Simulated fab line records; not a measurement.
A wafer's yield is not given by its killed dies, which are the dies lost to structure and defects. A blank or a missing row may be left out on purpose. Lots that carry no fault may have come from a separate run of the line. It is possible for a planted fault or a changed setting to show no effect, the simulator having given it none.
A lot that was struck, set against a sound lot ; flow nandHarc ; 37 steps out of a route of 1159
Sound: these wafers, L302.1, L302.2, L302.4. Struck: wafer L307.4. (L307.5, L307.6 of the same lot were not struck and are left out.) The cause comes at the end.
Per side, at each step with rows, come the tool, then ch with its chambers, and then its first start. Under that, the readings that differ: sound wafers ; struck wafers ; difference of the means ; sigmas: that difference in standard deviations of wafers without a fault.
alike: readings whose means differ by less than 2 such deviations, and words and numbers that are the same on both sides. not compared: withheld readings, readings that some wafer has no value for, bounds like >300 that may hide the same value, and numbers for which the record gives no deviation and whose values overlap.
The two part at a step that has a row with sigmas, a row that says differs or no value, or rows on one side only. Non-overlapping numbers with no deviation appear without sigmas and do not part them. A reading that every wafer of one side lacks parts them only if that side has two wafers or more.

NHARC_A_ONON_D1_INSPECT_32:
  sound on defectInspect-01, day 9 14:53; struck on defectInspect-02, day 11 05:53
  alike: rawDefectCount
then, 10 steps without rows for these wafers: NHARC_A_CHANNEL_HOLE_D1_DEP_00 (deposits aC, target thk 3100 nm); NHARC_A_CHANNEL_HOLE_D1_DEP_01 (deposits SiON, target thk 140 nm); NHARC_A_CHANNEL_HOLE_D1_DEHYDRATE_02 (time 120 s); NHARC_A_CHANNEL_HOLE_D1_HMDS_03 (time 30 s); NHARC_A_CHANNEL_HOLE_D1_COAT_36 (time 75 s); NHARC_A_CHANNEL_HOLE_D1_COAT_37 (time 65 s); NHARC_A_CHANNEL_HOLE_D1_COAT_04 (resist thk 90 nm); NHARC_A_CHANNEL_HOLE_D1_SOFTBAKE_05 (time 55 s); NHARC_A_CHANNEL_HOLE_D1_EBR_06; NHARC_A_CHANNEL_HOLE_D1_EXPOSE_07 (exposes mask HOLE D1, target cd 100 nm).
NHARC_A_CHANNEL_HOLE_D1_PEB_08: peb time 65 s.
  sound on lithoTrack-01 ch 0, day 9 17:37; struck on lithoTrack-01 ch 0, day 11 08:38
  alike: chillPlateTempC, exhaustPa
then, 1 step without rows for these wafers: NHARC_A_CHANNEL_HOLE_D1_DEVELOP_09 (develop time 35 s).
NHARC_A_CHANNEL_HOLE_D1_CD_MEAS_10: the cd target is 100 nm.
  sound on cdSem-03 ch 0, day 9 17:42; struck on cdSem-01 ch 0, day 11 08:43
reading;sound;struck;difference;sigmas
cdNm (nm);99.5 99.1 100.0;103.9;+4.4;+7
NHARC_A_CHANNEL_HOLE_D1_OVL_MEAS_11:
  sound on overlay-01, day 9 17:47; struck on overlay-01, day 11 08:49
reading;sound;struck;difference;sigmas
overlayYNm (nm);1.5 1.5 1.6;-0.2;-1.7;-2
  alike: overlayXNm
NHARC_A_CHANNEL_HOLE_D1_INSPECT_12:
  sound on defectInspect-02, day 9 17:50; struck on defectInspect-02, day 11 08:50
  alike: rawDefectCount
NHARC_A_CHANNEL_HOLE_D1_DESCUM_15: chemistry O2, time 3 s.
  sound on rieDiel-08 ch 0,2,3, day 9 17:53; struck on rieDiel-05 ch 2, day 11 08:55
reading;sound;struck;difference;sigmas
model.A_CHANNEL_HOLE_D1.cdNm (nm);100.2 100.1 99.56;103.8;+3.8;
  alike: drypumpMotorCurrentA, oesProductAu, rfVppV, showerheadPlenumPTorr, throttleValvePct
  not compared: rfHoursCounterH
NHARC_A_CHANNEL_HOLE_D1_ETCH_38: etches the open film in CF4, target depth 39 nm, time 65 s.
  sound on rieDiel-08 ch 1,2,3, day 9 17:59; struck on rieDiel-05 ch 3, day 11 09:01
  alike: cf4FlowSccm, drypumpMotorCurrentA, oesProductAu, rfVppV, showerheadPlenumPTorr, throttleValvePct
  not compared: rfHoursCounterH
then, 2 steps without rows for these wafers: NHARC_A_CHANNEL_HOLE_D1_ETCH_39 (etches the open film in N2/H2, target depth 260 nm, time 325 s); NHARC_A_CHANNEL_HOLE_D1_ETCH_34 (etches the open film in CF4/CHF3, target depth 154 nm, time 77 s).
NHARC_A_CHANNEL_HOLE_D1_ETCH_16: etches the open film in O2/COS, target depth 3100 nm, time 806 s.
  sound: rieDiel-08 ch 0,1,3; struck: rieDiel-05 ch 0
  alike: drypumpMotorCurrentA, oesProductAu, rfVppV, showerheadPlenumPTorr, throttleValvePct
  not compared: rfHoursCounterH
NHARC_A_CHANNEL_HOLE_D1_CD_MEAS_18:
  sound on cdSem-02, day 9 19:01; struck on cdSem-02, day 11 10:01
reading;sound;struck;difference;sigmas
cdNm (nm);98.1 95.1 99.8;103.5;+5.8;+3
then, 1 step without rows for these wafers: NHARC_A_CHANNEL_HOLE_D1_ETCH_19 (etches the open film in C4F8/O2/Ar, time 34.5 s).
NHARC_A_CHANNEL_HOLE_D1_ETCH_20: etches the open film in C4F8/O2/Ar, time 361.9 s, target depth 1600 nm.
  sound on harEtch-01 ch 0,1, day 9 19:12; struck on harEtch-01 ch 1, day 11 10:21
  alike: drypumpMotorCurrentA, showerheadPlenumPTorr, throttleValvePct
  not compared: rfHoursCounterH
then, 1 step without rows for these wafers: NHARC_A_CHANNEL_HOLE_D1_ETCH_21 (etches the open film in C4F8/O2/Ar, time 514.3 s, target depth 1600 nm).
NHARC_A_CHANNEL_HOLE_D1_ETCH_22: etches the open film in C4F8/O2/Ar, time 666.7 s, target depth 1600 nm.
  sound on harEtch-01 ch 0,1, day 9 19:57; struck on harEtch-01 ch 1, day 11 11:14
  alike: drypumpMotorCurrentA, showerheadPlenumPTorr, throttleValvePct
  not compared: rfHoursCounterH
then, 1 step without rows for these wafers: NHARC_A_CHANNEL_HOLE_D1_ETCH_23 (etches the open film in C4F8/O2/Ar, time 819 s, target depth 1600 nm).
NHARC_A_CHANNEL_HOLE_D1_ETCH_24: etches the open film in C4F8/O2/Ar, time 906.2 s, target depth 1500 nm.
  sound on harEtch-01 ch 0,1, day 9 21:13; struck on harEtch-01 ch 1, day 11 12:34
  alike: drypumpMotorCurrentA, showerheadPlenumPTorr, throttleValvePct
  not compared: rfHoursCounterH
then, 6 steps without rows for these wafers: NHARC_A_CHANNEL_HOLE_D1_ETCH_25 (etches the open film in C4F8/O2/Ar, time 1040.2 s, target depth 1500 nm); NHARC_A_CHANNEL_HOLE_D1_ETCH_26 (etches the open film in C4F8/O2/Ar, time 224.1 s, target depth 300 nm); NHARC_A_CHANNEL_HOLE_D1_ETCH_33 (etches the open film in C4F8/O2/Ar, time 90 s, target depth 400 nm); NHARC_A_CHANNEL_HOLE_D1_STRIP_41 (strips in N2/H2); NHARC_A_CHANNEL_HOLE_D1_STRIP_42 (strips in CF4/CHF3); NHARC_A_CHANNEL_HOLE_D1_STRIP_43 (strips in O2/COS).
NHARC_A_CHANNEL_HOLE_D1_ETCH_44: etches the open film in CF4/O2, target depth 140 nm, overetch 14 nm, time 77 s.
  sound on rieDiel-08 ch 0,1,2, day 9 23:49; struck on rieDiel-05 ch 2, day 11 14:47
reading;sound;struck;difference;sigmas
cf4FlowSccm (sccm);79.62 79.97 79.95;80.35;+0.50;+2
model.A_CHANNEL_HOLE_D1.cdNm (nm);91.27 89.89 90.44;93.94;+3.41;
  alike: drypumpMotorCurrentA, oesProductAu, rfVppV, showerheadPlenumPTorr, throttleValvePct
  not compared: rfHoursCounterH
then, 1 step without rows for these wafers: NHARC_A_CHANNEL_HOLE_D1_STRIP_27 (strips in O2).
-- break in the record here, with 11 days between the starts of the struck wafers on either side (left off in module A_CHANNEL_HOLE_D1, picked up again in module END, where the first step shown is number 1159 on the route) --
NHARC_END_SORT_01:
  sound on prober-01 ch 0, day 21 02:01; struck on prober-02 ch 0, day 22 09:53
reading;sound;struck;difference;sigmas
killedAtPeriphery;2 3 1;9;+7;+3
  alike: killedAtArray, killedAtOther, killedDies, killedOpen, killedShort

WHERE THEY PART
First at NHARC_A_CHANNEL_HOLE_D1_CD_MEAS_10; last, within this record, at NHARC_END_SORT_01.

WHY: the cause the simulator had injected
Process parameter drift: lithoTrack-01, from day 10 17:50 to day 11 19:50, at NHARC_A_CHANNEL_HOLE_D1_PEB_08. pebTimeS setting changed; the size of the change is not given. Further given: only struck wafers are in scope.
